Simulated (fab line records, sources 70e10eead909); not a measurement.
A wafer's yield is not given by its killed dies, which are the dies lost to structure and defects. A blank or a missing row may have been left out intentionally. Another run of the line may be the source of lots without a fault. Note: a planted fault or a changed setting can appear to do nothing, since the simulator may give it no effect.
Which of the tools did it?	flow nandHarc	14 lots with 42 wafers sampled at 5 steps, on a route of 1159 steps

== WHAT THE GAUGES SHOWED, per wafer ==
NHARC_P_ZERO_WELL_CD_MEAS_11: the cd target is 500 nm. Usual: 499.6 nm for cdNm, sd 1.8.
lot	measured	on	cdNm (nm)	flag
L339	day 1 19:37	cdSem-03	498.5 494.7 497.3	
L340	day 2 01:23	cdSem-03	498.8 498.7 501.3	
L341	day 2 07:07	cdSem-02	501.4 500.0 500.1	
L342	day 2 13:15	cdSem-02	498.5 497.4 498.0	
L343	day 2 19:14	cdSem-03	497.3 497.9 498.2	
L346	day 3 13:16	cdSem-03	502.8 499.5 500.7	
L348	day 4 01:15	cdSem-02	501.0 501.9 497.9	
L351	day 4 19:16	cdSem-01	497.8 498.8 496.4	
L355	day 5 19:19	cdSem-03	500.0 500.5 501.4	
L356	day 6 01:14	cdSem-01	500.7 499.0 501.8	
L358	day 6 13:14	cdSem-01	501.5 499.6 497.5	
L359	day 6 19:26	cdSem-01	498.0 497.1 497.2	
L360	day 7 01:16	cdSem-03	500.9 498.8 498.6	
L361	day 7 07:07	cdSem-03	497.8 501.0 500.4	

NHARC_P_STI_CD_MEAS_16. Usual: 199.9 nm for cdNm, sd 2.5.
lot	measured	on	cdNm (nm)	flag
L339	day 2 20:55	cdSem-03	199.2 198.4 202.2	
L340	day 2 21:05	cdSem-03	203.8 203.5 200.8	
L341	day 3 06:38	cdSem-03	202.6 201.3 201.9	
L342	day 3 13:34	cdSem-01	200.5 200.8 203.4	
L343	day 3 19:12	cdSem-02	197.1 202.7 196.1	
L346	day 4 14:59	cdSem-02	198.4 203.4 198.2	
L348	day 5 00:44	cdSem-01	203.4 202.9 197.0	
L351	day 5 18:22	cdSem-01	197.0 201.9 195.9	
L355	day 6 19:37	cdSem-02	198.4 200.3 199.3	
L356	day 7 03:47	cdSem-03	195.4 200.5 199.1	
L358	day 7 11:50	cdSem-02	200.1 203.7 201.2	
L359	day 7 18:44	cdSem-03	199.7 196.6 199.8	
L360	day 8 02:56	cdSem-02	200.2 201.6 199.5	
L361	day 8 08:31	cdSem-02	199.4 198.3 197.6	

NHARC_END_SORT_01. Usual: killedAtArray 29, standard deviation 11; killedAtOther 0.5, standard deviation 0.8; killedAtPeriphery 3.5, standard deviation 2.8; killedDies 33, standard deviation 12; killedOpen 3.1, standard deviation 1.8; killedShort 1.8, standard deviation 1.4.
lot	measured	on	killedAtArray	killedAtOther	killedAtPeriphery	killedDies	killedOpen	killedShort	flag
L343	day 21 04:28	prober-02	13 11 12	0 0 0	1 3 4	14 14 16	1 2 4	1 1 1	
L348	day 22 09:56	prober-01	24 18 19	0 1 1	1 1 1	25 20 21	3 2 2	0 0 1	
L351	day 22 17:23	prober-02	35 49 46	0 0 0	2 4 1	37 53 47	2 2 2	0 6 2	

== WHICH TOOL RAN EACH LOT (tool, then ch and the chambers of the sampled wafers, then the start) ==
lot	NHARC_P_ZERO_WELL_IMPLANT_27	NHARC_P_STI_CMP_21
L339	implanter-02 ch 0, day 1 21:18	cmp-03 ch 0,1,2, day 3 18:14
L340	implanter-01 ch 0, day 2 03:21	cmp-04 ch 0,1,3, day 3 18:13
L341	implanter-02 ch 0, day 2 08:45	cmp-04 ch 1,2,3, day 4 01:02
L342	implanter-01 ch 0, day 2 14:47	cmp-02 ch 1,2,3, day 4 09:43
L343	implanter-01 ch 0, day 2 20:54	cmp-03 ch 2,3, day 4 14:27
L346	implanter-02 ch 0, day 3 14:58	cmp-02 ch 0,1,3, day 5 09:59
L348	implanter-01 ch 0, day 4 02:47	cmp-03 ch 0,1,3, day 5 22:38
L351	implanter-01 ch 0, day 4 20:56	cmp-04 ch 1,2,3, day 6 16:01
L355	implanter-01 ch 0, day 5 21:04	cmp-02 ch 0,1, day 7 15:19
L356	implanter-02 ch 0, day 6 02:55	cmp-02 ch 0,1, day 8 01:16
L358	implanter-02 ch 0, day 6 14:56	cmp-02 ch 0,2,3, day 8 08:08
L359	implanter-02 ch 0, day 6 21:05	cmp-04 ch 1,2,3, day 8 14:39
L360	implanter-01 ch 0, day 7 02:52	cmp-02 ch 2,3, day 8 21:59
L361	implanter-01 ch 0, day 7 08:51	cmp-04 ch 1,2, day 9 06:13
- NHARC_P_ZERO_WELL_IMPLANT_27
- NHARC_P_STI_CMP_21: polishes, t overpolish 20 s, target thk 380.67 nm.

== AS READ BY THE TOOLS THEMSELVES (means over the sampled wafers that have a number; for cases with no such wafer, the mark the record gives instead) ==
NHARC_P_ZERO_WELL_IMPLANT_27. Usual: beamOnS 10.01 s, standard deviation 0.18; endStationPressureTorr 5.09e-06 Torr, standard deviation 2.8e-07.
lot	tool	beamOnS (s)	endStationPressureTorr (Torr)	flag
L339	implanter-02	9.99	5.20e-06	
L340	implanter-01	9.96	5.09e-06	
L341	implanter-02	10.01	5.17e-06	
L342	implanter-01	10.11	4.98e-06	
L343	implanter-01	10.03	5.09e-06	
L346	implanter-02	10.04	4.79e-06	
L348	implanter-01	10.02	5.12e-06	
L351	implanter-01	9.98	4.98e-06	
L355	implanter-01	9.85	4.76e-06	
L356	implanter-02	10.11	5.00e-06	
L358	implanter-02	9.99	5.57e-06	
L359	implanter-02	10.04	4.85e-06	
L360	implanter-01	10.07	5.42e-06	
L361	implanter-01	9.96	5.09e-06	

NHARC_P_STI_CMP_21. Usual: motorCurrentA 11.6 A, standard deviation 1.2; overpolishRunS 20.000 s, standard deviation 0.0087.
lot	tool	motorCurrentA (A)	overpolishRunS (s)	flag
L339	cmp-03	12.5	19.999	
L340	cmp-04	10.2	20.005	
L341	cmp-04	11.4	20.007	
L342	cmp-02	11.3	19.992	
L343	cmp-03	11.4	19.997	
L346	cmp-02	11.3	19.991	
L348	cmp-03	12.5	20.007	
L351	cmp-04	11.2	19.992	
L355	cmp-02	10.8	19.998	
L356	cmp-02	10.6	19.990	
L358	cmp-02	11.8	20.003	
L359	cmp-04	11.3	19.995	
L360	cmp-02	12.0	20.002	
L361	cmp-04	11.8	19.999	

== THE ANSWER, worked out from the rows above alone ==
Rule: a lot counts as off when the mean over its wafers that have a number is more than 3 standard deviations away from the usual mean. A lot without any number at a reading at which 4 lots or more have one is off too. All remaining lots with rows at the step are treated as sound. Order of review: gauges by route order, followed by the tools' own readings, for which a lot's mean as printed above is used. The first step at which some lot is off is used, and at that step the reading that is off furthest; a lot without a number counts as furthest.
Nothing can be told from this: no lot is off at any reading shown.

== WHAT THE SIMULATOR PUT IN ==
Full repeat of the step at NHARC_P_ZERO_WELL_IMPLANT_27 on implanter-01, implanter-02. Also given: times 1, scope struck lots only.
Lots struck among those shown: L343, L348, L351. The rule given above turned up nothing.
